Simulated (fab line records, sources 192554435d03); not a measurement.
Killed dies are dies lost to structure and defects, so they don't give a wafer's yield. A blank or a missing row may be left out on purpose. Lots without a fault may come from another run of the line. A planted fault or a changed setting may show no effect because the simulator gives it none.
Chamber matching | flow n5_finfet | N5_SDB_ETCH_18 on rie_diel-02: 4 sister chambers
The step etches SOC in N2/H2, target depth 100 nm, overetch 20 nm, time 150 s. 14 wafers are shown with their chamber, then 7 later ones without.

WAFERS WITH THEIR CHAMBER
wafer  | chamber | drypump_motor_current_A (A) | throttle_valve_pct (%) | showerhead_plenum_p_Torr (Torr)
L077.1 | 1       | 5.9                         | 18.10                  | 2.64
L077.2 | 3       | 5.6                         | 18.19                  | 2.52
L077.3 | 2       | 5.4                         | 17.76                  | 2.53
L083.1 | 0       | 5.6                         | 17.66                  | 2.51
L083.2 | 2       | 5.4                         | 17.78                  | 2.53
L083.6 | 2       | 5.4                         | 17.78                  | 2.53
L086.3 | 2       | 5.4                         | 17.80                  | 2.52
L086.5 | 1       | 5.9                         | 18.12                  | 2.63
L086.6 | 0       | 5.7                         | 17.66                  | 2.51
L088.1 | 2       | 5.4                         | 17.80                  | 2.52
L088.4 | 3       | 5.6                         | 18.22                  | 2.51
L088.5 | 2       | 5.4                         | 17.80                  | 2.52
L089.1 | 0       | 5.6                         | 17.70                  | 2.51
L089.2 | 2       | 5.4                         | 17.80                  | 2.52

SIGNATURES (means of the wafers above)
reading                  | chamber 0 | chamber 1 | chamber 2 | chamber 3 | scatter within a chamber
drypump_motor_current_A  | 5.633     | 5.900     | 5.400     | 5.600     | 0.0258
throttle_valve_pct       | 17.6733   | 18.1100   | 17.7886   | 18.2050   | 0.0179
showerhead_plenum_p_Torr | 2.5100    | 2.6350    | 2.5243    | 2.5150    | 0.00521
Rule: a wafer's distance from a chamber is the root of the sum, over the readings, of the square of ((its reading less the chamber's mean) divided by the reading's scatter). The wafer belongs to the nearest chamber; if the next one is less than 2 further off, it can't be placed. The scatter: the root of (the sum of the squares of (reading less its chamber's mean) over the shown wafers, divided by (wafers less chambers)).

WAFERS WITHOUT THEIR CHAMBER
wafer  | drypump_motor_current_A (A) | throttle_valve_pct (%) | showerhead_plenum_p_Torr (Torr)
L089.6 | 5.4                         | 17.79                  | 2.52
L091.2 | 5.6                         | 17.67                  | 2.51
L091.3 | 5.9                         | 18.14                  | 2.62
L091.6 | 5.9                         | 18.13                  | 2.62
L096.2 | 5.9                         | 18.17                  | 2.62
L096.5 | 5.6                         | 17.71                  | 2.50
L096.6 | 5.6                         | 18.25                  | 2.51

WHICH CHAMBER EACH WENT THROUGH
wafer  | from the rows above | in truth
L089.6 | 2                   | 2
L091.2 | 0                   | 0
L091.3 | 1                   | 1
L091.6 | 1                   | 1
L096.2 | 1                   | 1
L096.5 | 0                   | 0
L096.6 | 3                   | 3
Placed correctly: 7 of 7. Can't be placed from these rows: 0. Placed wrongly: 0.
